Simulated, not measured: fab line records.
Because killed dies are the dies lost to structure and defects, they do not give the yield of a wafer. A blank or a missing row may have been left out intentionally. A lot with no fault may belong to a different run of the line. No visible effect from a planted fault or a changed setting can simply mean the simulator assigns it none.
8D (eight disciplines) problem report, filled in by code || flow n5_finfet || the parts of the form that need people (team, actions taken, sign-off) are left out

== 1. THE ISSUE ==
At N5_BEOL_M1_PECVD_72, susceptor_temp_C averages 394.82 C over 9 wafers from 3 lots, while fault-free wafers read 400.00 C, standard deviation 0.22. Relative to the usual mean, that is a shift of -24 standard deviations.
The step: deposits SiO2 from TEOS/O2, target thk 16 nm, time 18 s.
The first sign was on wafer L499.2 at day 7 13:31, on pecvd-02. The record holds 15 wafers of 5 lots with a number at this step. Rule for "out" (also "out of limits"): further than 4 standard deviations from the usual mean. Any other wafer with a number is counted as sound.

== 2. WHAT THIS IS AND IS NOT ==
{"question": "which readings at this step", "is": "susceptor_temp_C", "is not": "heater_power_w, showerhead_plenum_p_Torr, throttle_valve_pct"}
{"question": "which lots", "is": "L499, L500, L503", "is not": "L497, L502"}
{"question": "which wafers of those lots", "is": "all that have a number", "is not": "-"}
{"question": "read on which tools", "is": "pecvd-02", "is not": "pecvd-03"}
{"question": "when", "is": "from day 7 13:31", "is not": "up to then (3 sound wafers); but 3 sound wafers of L502 came after"}

== 3. SUSPECTS, AND WHAT RULES EACH OUT ==
Counting: any tool at a process step up to the reading is kept as a suspect provided that every lot that is out went through it and no sound lot did after the first of them.
- pecvd-02 at N5_BEOL_M1_PECVD_72 (deposits SiO2 from TEOS/O2, target thk 16 nm, time 18 s): kept. Every lot that is out went through it, starting with L499 (day 7 13:31), and after that it ran no sound lot; the last sound lot it ran before then is L497 (day 7 13:07). On those wafers its own readings are out: susceptor_temp_C.
The count leaves pecvd-02 at N5_BEOL_M1_PECVD_72.

== 4. THE CAUSE (what the simulator had put in) ==
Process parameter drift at N5_BEOL_M1_PECVD_72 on pecvd-02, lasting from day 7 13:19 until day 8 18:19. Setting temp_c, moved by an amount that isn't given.
Counting left only this tool.

== 5. THE CHAIN OF EFFECTS, in route order ==
Rows list readings where the struck wafers' mean (over those with a number) sits beyond 3 standard deviations from the usual. Only readings for which the record gives a usual standard deviation are gone through. hours: the time from each lot's start at the first step in this table that gives one to its start at this step, as a median over the lots. sigmas: the change in usual standard deviations.
{"hours": 0, "step": "N5_BEOL_M1_PECVD_72", "reading": "susceptor_temp_C", "usual": "400.00 C", "on struck wafers": 394.82, "change": -5.18, "sigmas": -24}
Its process steps:
- N5_BEOL_M1_PECVD_72: deposits SiO2 from TEOS/O2, target thk 16 nm, time 18 s.
Later measuring or inspecting steps at which every struck wafer that the step has a row for has a number for every such reading, and none has moved that far: N5_BEOL_M4_RC_MEAS_101.

== 6. WHAT WOULD HAVE CAUGHT IT SOONER ==
0 hours passed between the start of the fault at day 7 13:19 and the first reading out of limits in this record, taken at day 7 13:31.
